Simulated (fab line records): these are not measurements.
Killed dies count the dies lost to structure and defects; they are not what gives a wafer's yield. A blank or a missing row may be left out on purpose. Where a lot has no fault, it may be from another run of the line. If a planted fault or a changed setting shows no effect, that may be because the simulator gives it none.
Matching of chambers | flow nand-harc | NHARC_A_STAIRCASE_ETCH_313 on rie-diel-09 has 4 sister chambers
The step etches the open film in CF4/CHF3. 20 wafers are shown with their chamber, then 10 later ones without.

## EACH WAFER AND ITS CHAMBER
wafer  | chamber | showerhead-plenum-p-Torr (Torr) | drypump-motor-current-A (A) | rf-vpp-V (V)
L074.1 | 3       | 1.48                            | 5.7                         | 368.8
L074.4 | 1       | 1.64                            | 4.8                         | 373.3
L074.6 | 0       | 1.54                            | 5.5                         | 369.4
L077.3 | 3       | 1.48                            | 5.7                         | 366.2
L077.5 | 0       | 1.54                            | 5.4                         | 369.1
L077.6 | 1       | 1.64                            | 4.8                         | 372.5
L081.2 | 2       | 1.57                            | 5.5                         | 371.7
L081.3 | 1       | 1.64                            | 4.7                         | 374.2
L081.5 | 1       | 1.64                            | 4.7                         | 372.9
L083.2 | 3       | 1.48                            | 5.7                         | 366.5
L083.4 | 2       | 1.57                            | 5.5                         | 370.3
L083.6 | 3       | 1.48                            | 5.7                         | 367.9
L085.4 | 3       | 1.48                            | 5.7                         | 367.9
L085.5 | 0       | 1.54                            | 5.5                         | 368.6
L085.6 | 1       | 1.63                            | 4.7                         | 374.4
L086.2 | 3       | 1.48                            | 5.6                         | 366.3
L086.4 | 0       | 1.54                            | 5.4                         | 369.8
L086.6 | 2       | 1.57                            | 5.5                         | 371.0
L091.1 | 1       | 1.63                            | 4.7                         | 370.5
L091.2 | 2       | 1.57                            | 5.5                         | 370.3

SIGNATURES (averages over the wafers above)
reading                  | chamber 0 | chamber 1 | chamber 2 | chamber 3 | scatter within a chamber
showerhead-plenum-p-Torr | 1.5400    | 1.6367    | 1.5700    | 1.4800    | 0.00289
drypump-motor-current-A  | 5.450     | 4.733     | 5.500     | 5.683     | 0.0445
rf-vpp-V                 | 369.225   | 372.967   | 370.825   | 367.267   | 1.06
Rule: distance of a wafer from a chamber = root of the sum over the readings of ((wafer's reading minus chamber's mean) / reading's scatter) squared. The wafer belongs to the nearest chamber; if the next one is less than 2 further off, it can't be placed. The scatter: the root of (the sum of the squares of (reading less its chamber's mean) over the shown wafers, divided by (wafers less chambers)).

## WAFERS WHOSE CHAMBER IS MISSING
wafer  | showerhead-plenum-p-Torr (Torr) | drypump-motor-current-A (A) | rf-vpp-V (V)
L091.3 | 1.54                            | 5.5                         | 368.1
L090.3 | 1.48                            | 5.7                         | 366.5
L090.4 | 1.54                            | 5.5                         | 368.8
L090.6 | 1.57                            | 5.5                         | 371.0
L093.2 | 1.53                            | 5.4                         | 369.4
L093.3 | 1.57                            | 5.5                         | 370.6
L093.5 | 1.57                            | 5.5                         | 370.7
L094.1 | 1.63                            | 4.8                         | 372.7
L094.4 | 1.63                            | 4.8                         | 373.6
L094.6 | 1.56                            | 5.5                         | 370.3

## EACH ONE'S CHAMBER
wafer  | from the rows above | in truth
L091.3 | 0                   | 0
L090.3 | 3                   | 3
L090.4 | 0                   | 0
L090.6 | 2                   | 2
L093.2 | 0                   | 0
L093.3 | 2                   | 2
L093.5 | 2                   | 2
L094.1 | 1                   | 1
L094.4 | 1                   | 1
L094.6 | 2                   | 2
Placed correctly: 10 of 10. Number that these rows cannot place: 0. Wrongly placed: 0.
